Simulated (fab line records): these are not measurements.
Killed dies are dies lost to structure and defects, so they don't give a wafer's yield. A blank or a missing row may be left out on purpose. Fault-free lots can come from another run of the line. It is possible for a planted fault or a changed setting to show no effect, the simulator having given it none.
Which tool did it? ; flow n5-finfet ; 9 lots, 26 wafers sampled, at 6 steps of a route of 1938

## WHAT EACH GAUGE READ, for each wafer
N5_BEOL_M3_CD_MEAS_28: target cd 25.7 nm, target cd y 23.3 nm. Usual: cd-nm 25.74 nm, standard deviation 0.23.
lot;measured;on;cd-nm (nm);flag
L852;day 8 09:48;cd-sem-01;25.55 25.58 25.46;
L853;day 8 12:23;cd-sem-01;25.54 25.77 25.40;
L854;day 8 17:28;cd-sem-02;25.73 25.64 25.72;
L856;day 8 23:47;cd-sem-01;26.09 25.80 26.17;
L857;day 9 00:11;cd-sem-03;26.11 25.85 25.98;
L858;day 9 10:05;cd-sem-03;25.86 25.53 25.53;
L862;day 11 02:53;cd-sem-03;25.67 25.90 25.90;
L868;day 13 04:42;cd-sem-01;25.80 25.72;
L870;day 13 10:24;cd-sem-02;25.85 26.03 25.49;

N5_BEOL_M3_OCD_MEAS_38. Usual: trench-depth-nm 55.0 nm, standard deviation 0.79.
lot;measured;on;trench-depth-nm (nm);flag
L852;day 8 21:13;ocd-01;54.1 53.6 55.5;
L853;day 9 06:43;ocd-01;55.8 54.6 54.6;
L854;day 9 10:04;ocd-02;56.2 55.6 56.8;
L856;day 9 16:55;ocd-02;55.6 54.4 54.4;
L857;day 9 17:04;ocd-01;54.6 56.0 54.1;
L858;day 10 09:10;ocd-02;54.8 55.4 55.9;
L862;day 11 08:03;ocd-01;54.2 55.3 55.4;
L868;day 13 19:15;ocd-01;50.8 51.1;OFF
L870;day 13 23:42;ocd-02;55.4 57.1 56.4;

N5_BEOL_M4_RC_MEAS_101. Usual: DIBL_N 36.3 mV/V, standard deviation 1.2; DIBL_P 36.3 mV/V, standard deviation 1.4; IOFF_N 0.160 nA/um, standard deviation 0.02; IOFF_P 0.210 nA/um, standard deviation 0.025; ION_N 675 uA/um, standard deviation 9.5; ION_P 462 uA/um, standard deviation 7; SS_N 71.5 mV/dec, standard deviation 0.53; SS_P 73.4 mV/dec, standard deviation 0.55; VT_N 249.5 mV, standard deviation 2.6; VT_P -250.1 mV, standard deviation 2.9.
lot;measured;on;DIBL_N (mV/V);DIBL_P (mV/V);IOFF_N (nA/um);IOFF_P (nA/um);ION_N (uA/um);ION_P (uA/um);SS_N (mV/dec);SS_P (mV/dec);VT_N (mV);VT_P (mV);flag
L852;day 9 18:59;prober-01;35.4 35.3 35.5;37.2 36.7 36.8;0.147 0.145 0.142;0.184 0.182 0.176;676 670 670;449 456 454;71.5 71.5 72.1;72.9 73.2 73.9;252.4 252.5 255.6;-253.0 -253.3 -251.6;
L853;day 10 00:52;prober-01;37.5 37.3 39.3;36.8 36.6 38.2;0.145 0.143 0.168;0.188 0.180 0.201;653 662 665;450 453 455;71.6 71.6 72.5;73.6 73.6 73.5;254.1 252.0 250.0;-254.0 -252.6 -252.0;
L854;day 10 02:20;prober-02;36.7 36.0 35.7;37.4 36.1 35.6;0.178 0.155 0.147;0.258 0.236 0.217;679 667 668;466 460 460;71.6 71.6 71.5;74.1 73.8 73.6;245.1 250.2 247.7;-243.4 -246.4 -246.2;
L856;day 10 04:59;prober-02;35.0 36.5 34.5;36.0 37.3 36.1;0.131 0.165 0.131;0.170 0.196 0.177;653 668 650;447 458 446;71.3 72.1 71.4;72.8 74.0 74.1;253.0 248.6 252.1;-252.7 -252.3 -253.2;
L857;day 10 08:15;prober-02;35.1 35.5 36.0;36.0 35.5 37.3;0.153 0.151 0.173;0.219 0.206 0.240;669 672 684;472 463 472;71.1 71.0 70.8;73.1 73.2 73.6;248.4 249.5 247.6;-247.9 -250.1 -244.8;
L858;day 11 07:54;prober-02;36.4 34.4 34.4;35.8 34.2 33.7;0.157 0.134 0.129;0.224 0.198 0.191;671 666 661;462 465 461;71.4 70.9 71.1;72.4 72.1 72.8;251.7 250.7 250.5;-247.5 -250.9 -251.9;
L862;day 13 02:29;prober-01;37.2 37.8 37.4;37.4 37.3 37.1;0.169 0.180 0.168;0.239 0.244 0.236;684 679 679;459 466 470;72.5 72.3 71.8;73.6 73.9 72.7;247.4 245.2 250.2;-250.6 -247.5 -246.4;
L868;day 15 02:38;prober-01;38.0 35.7;38.8 35.6;0.173 0.134;0.213 0.183;667 650;454 449;71.4 71.6;73.9 72.8;249.4 253.9;-251.8 -253.9;
L870;day 15 08:37;prober-01;36.0 35.2 35.2;36.6 35.6 35.0;0.165 0.144 0.141;0.215 0.190 0.183;682 674 679;462 462 466;71.3 70.7 71.6;73.0 73.1 73.3;247.6 250.9 252.5;-251.8 -250.1 -251.1;

## EACH LOT AND THE TOOL THAT RAN IT (in order: tool; ch and the chambers of the sampled wafers; start)
lot;N5_BEOL_M3_STRIP_36;N5_BEOL_M3_TRENCH_ETCH_37;N5_BEOL_M3_PRE_CLEAN_45
L852;rie-diel-01 ch 1,2,3, day 8 21:01;rie-diel-01 ch 1,2,3, day 8 21:03;pvd-sputter-02, day 8 22:07
L853;rie-diel-01 ch 0,2, day 9 06:32;rie-diel-01 ch 0,2, day 9 06:34;pvd-sputter-02, day 9 07:14
L854;rie-diel-02 ch 2,3, day 9 09:53;rie-diel-02 ch 2,3, day 9 09:55;pvd-sputter-03, day 9 10:28
L856;rie-diel-04 ch 1,2,3, day 9 16:44;rie-diel-04 ch 1,2,3, day 9 16:46;pvd-sputter-01, day 9 17:28
L857;rie-diel-02 ch 0,2, day 9 16:52;rie-diel-02 ch 0,2, day 9 16:55;pvd-sputter-03, day 9 17:37
L858;rie-diel-02 ch 2,3, day 10 08:58;rie-diel-02 ch 2,3, day 10 09:01;pvd-sputter-01, day 10 09:44
L862;rie-diel-02 ch 0,1,2, day 11 07:51;rie-diel-02 ch 0,1,2, day 11 07:53;pvd-sputter-01, day 11 08:27
L868;rie-diel-02 ch 0, day 13 19:04;rie-diel-02 ch 0, day 13 19:06;pvd-sputter-03, day 13 19:51
L870;rie-diel-01 ch 0,1, day 13 23:31;rie-diel-01 ch 0,1, day 13 23:33;pvd-sputter-01, day 14 00:11
- N5_BEOL_M3_STRIP_36: strips in N2/H2.
- N5_BEOL_M3_TRENCH_ETCH_37: etches SiOC in C4F6/O2, target depth 55.555 nm, time 29.2 s.
- N5_BEOL_M3_PRE_CLEAN_45: time 30 s.

## WHAT THE TOOLS THEMSELVES READ (means of the sampled wafers that have a number; where no wafer has one, the mark that the record gives instead)
N5_BEOL_M3_STRIP_36. Usual: drypump-motor-current-A is 5.3 A with standard deviation 0.41, h2-flow-sccm is 199.9 sccm with standard deviation 0.54, oes-product-au is 0.75 a.u. with standard deviation 0.068, power-w is 449.8 W with standard deviation 1.4, rf-vpp-V is 59.4 V with standard deviation 1.5, showerhead-plenum-p-Torr is 2.60 Torr with standard deviation 0.063, and throttle-valve-pct is 23.67 % with standard deviation 0.3.
lot;tool;drypump-motor-current-A (A);h2-flow-sccm (sccm);oes-product-au (a.u.);power-w (W);rf-vpp-V (V);showerhead-plenum-p-Torr (Torr);throttle-valve-pct (%);flag
L852;rie-diel-01;5.1;200.3;0.72;448.9;60.0;2.60;23.72;
L853;rie-diel-01;5.1;199.9;0.75;448.8;60.4;2.57;23.64;
L854;rie-diel-02;5.0;199.4;0.82;449.7;60.9;2.68;24.03;
L856;rie-diel-04;5.8;200.1;0.72;448.9;58.4;2.48;23.60;
L857;rie-diel-02;5.0;200.1;0.74;449.2;60.6;2.65;23.96;
L858;rie-diel-02;5.3;200.0;0.82;451.0;59.3;2.68;23.68;
L862;rie-diel-02;5.0;199.6;0.74;449.6;60.0;2.64;23.88;
L868;rie-diel-02;5.0;199.9;0.66;449.5;58.5;2.62;23.80;
L870;rie-diel-01;5.7;199.9;0.87;450.8;59.6;2.61;23.76;

N5_BEOL_M3_TRENCH_ETCH_37. Usual: drypump-motor-current-A 5.3 A, standard deviation 0.42; oes-product-au 0.75 a.u., standard deviation 0.068; rf-vpp-V 667 V, standard deviation 6; run-length-s 52.5 s, standard deviation 0.42; showerhead-plenum-p-Torr 2.91 Torr, standard deviation 0.066; throttle-valve-pct 20.87 %, standard deviation 0.21.
lot;tool;drypump-motor-current-A (A);oes-product-au (a.u.);rf-vpp-V (V);run-length-s (s);showerhead-plenum-p-Torr (Torr);throttle-valve-pct (%);flag
L852;rie-diel-01;5.1;0.72;665;52.6;2.91;20.94;
L853;rie-diel-01;5.2;0.75;661;52.1;2.88;20.86;
L854;rie-diel-02;5.0;0.83;667;52.6;3.00;21.08;
L856;rie-diel-04;5.7;0.71;663;52.9;2.79;20.87;
L857;rie-diel-02;5.0;0.73;670;52.1;2.95;21.09;
L858;rie-diel-02;5.3;0.81;668;52.8;2.99;20.85;
L862;rie-diel-02;5.0;0.75;666;52.2;2.96;21.00;
L868;rie-diel-02;5.0;0.67;674;49.8;2.92;21.02;OFF
L870;rie-diel-01;5.7;0.87;672;52.6;2.92;20.79;

N5_BEOL_M3_PRE_CLEAN_45. Usual: heater-power-w 313 W, standard deviation 38; susceptor-temp-C 249.96 C, standard deviation 0.18.
lot;tool;heater-power-w (W);susceptor-temp-C (C);flag
L852;pvd-sputter-02;314;249.93;
L853;pvd-sputter-02;328;250.01;
L854;pvd-sputter-03;321;249.94;
L856;pvd-sputter-01;319;250.11;
L857;pvd-sputter-03;284;249.92;
L858;pvd-sputter-01;306;249.83;
L862;pvd-sputter-01;297;249.93;
L868;pvd-sputter-03;297;250.06;
L870;pvd-sputter-01;326;249.94;

## THE ANSWER, worked out from the rows above alone
Rule: lot off if the mean of its wafers having a number is beyond 3 standard deviations from the usual mean. A lot without any number at a reading at which 4 lots or more have one is off too. The other lots that the step has rows for count as sound. Order of review: gauges by route order, followed by the tools' own readings, for which a lot's mean as printed above is used. At the first step where some lot is off, the reading lying furthest off is the one used; lots without a number count as furthest.
Off: L868, at N5_BEOL_M3_OCD_MEAS_38 (trench-depth-nm).
If a tool, at a process step before that reading, ran all the lots that are off and no sound lot after the first of them, it fits. The gauges at N5_BEOL_M3_OCD_MEAS_38 aren't tried: what is off there is off at N5_BEOL_M3_TRENCH_ETCH_37 too, on other tools, and a gauge's error can't cause that. One candidate fits, namely rie-diel-02 at N5_BEOL_M3_STRIP_36 and N5_BEOL_M3_TRENCH_ETCH_37. At N5_BEOL_M3_STRIP_36 its last sound lot is L862 (day 11 07:51), its first lot that is off L868 (day 13 19:04): a fault that began between those two fits.

## WHAT WAS PUT IN BY THE SIMULATOR
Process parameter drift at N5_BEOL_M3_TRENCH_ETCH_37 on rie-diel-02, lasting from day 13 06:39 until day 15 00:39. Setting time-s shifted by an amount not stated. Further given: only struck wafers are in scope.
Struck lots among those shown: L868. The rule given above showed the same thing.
